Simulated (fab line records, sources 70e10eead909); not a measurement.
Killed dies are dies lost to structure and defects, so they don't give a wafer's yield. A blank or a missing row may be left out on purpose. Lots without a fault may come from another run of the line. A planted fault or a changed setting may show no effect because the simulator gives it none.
Chamber matching | flow nand_harc | NHARC_P_BONDPAD_DESCUM_11 on rie_diel-11: 4 sister chambers
The step chemistry O2, time 3 s. 20 wafers are shown with their chamber, then 10 later ones without.

WAFERS WITH THEIR CHAMBER
wafer  | chamber | drypump_motor_current_A (A) | oes_product_au (a.u.) | rf_vpp_V (V)
L074.1 | 2       | 6.4                         | 1.004                 | 59.2
L074.2 | 1       | 6.6                         | 1.012                 | 57.3
L074.5 | 2       | 6.5                         | 1.002                 | 56.1
L075.1 | 3       | 4.9                         | 0.992                 | 57.3
L075.3 | 1       | 6.6                         | 1.000                 | 59.0
L075.6 | 1       | 6.6                         | 0.997                 | 58.3
L075.2 | 0       | 6.3                         | 1.015                 | 56.5
L075.4 | 2       | 6.4                         | 1.008                 | 56.4
L075.5 | 2       | 6.4                         | 1.009                 | 57.3
L081.3 | 3       | 4.9                         | 1.010                 | 59.0
L081.4 | 2       | 6.5                         | 0.994                 | 57.7
L081.6 | 3       | 4.9                         | 1.014                 | 58.2
L081.1 | 1       | 6.5                         | 0.998                 | 58.2
L081.2 | 0       | 6.3                         | 1.021                 | 56.9
L081.5 | 0       | 6.3                         | 1.021                 | 58.4
L082.2 | 2       | 6.4                         | 0.998                 | 58.2
L082.4 | 1       | 6.5                         | 1.009                 | 57.5
L082.6 | 0       | 6.4                         | 1.031                 | 56.7
L085.1 | 3       | 4.9                         | 1.017                 | 57.1
L085.2 | 0       | 6.3                         | 1.028                 | 57.6

SIGNATURES (means of the wafers above)
reading                 | chamber 0 | chamber 1 | chamber 2 | chamber 3 | scatter within a chamber
drypump_motor_current_A | 6.320     | 6.560     | 6.433     | 4.900     | 0.0456
oes_product_au          | 1.02320   | 1.00320   | 1.00250   | 1.00825   | 0.00747
rf_vpp_V                | 57.220    | 58.060    | 57.483    | 57.900    | 0.909
Rule: a wafer's distance from a chamber is the root of the sum, over the readings, of the square of ((its reading less the chamber's mean) divided by the reading's scatter). The wafer belongs to the nearest chamber; if the next one is less than 2 further off, it can't be placed. The scatter: the root of (the sum of the squares of (reading less its chamber's mean) over the shown wafers, divided by (wafers less chambers)).

WAFERS WITHOUT THEIR CHAMBER
wafer  | drypump_motor_current_A (A) | oes_product_au (a.u.) | rf_vpp_V (V)
L085.6 | 6.4                         | 1.000                 | 57.3
L088.2 | 6.5                         | 1.000                 | 58.3
L088.3 | 4.9                         | 0.995                 | 58.1
L088.5 | 6.4                         | 0.987                 | 55.8
L090.2 | 6.4                         | 0.994                 | 56.8
L090.3 | 6.5                         | 1.004                 | 57.5
L090.5 | 6.4                         | 0.989                 | 54.6
L090.1 | 6.4                         | 1.010                 | 57.2
L090.4 | 4.9                         | 1.001                 | 56.1
L090.6 | 6.5                         | 1.003                 | 58.1

WHICH CHAMBER EACH WENT THROUGH
wafer  | from the rows above          | in truth
L085.6 | 2                            | 2
L088.2 | can't be placed: 1 or 2      | 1
L088.3 | 3                            | 3
L088.5 | can't be placed: 2 or 1      | 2
L090.2 | 2                            | 2
L090.3 | can't be placed: 1 or 2      | 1
L090.5 | can't be placed: 2 or 1 or 0 | 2
L090.1 | can't be placed: 2 or 0      | 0
L090.4 | 3                            | 3
L090.6 | can't be placed: 1 or 2      | 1
Placed correctly: 4 of 10. Can't be placed from these rows: 6 (the true chamber is among the candidates in 6). Placed wrongly: 0.
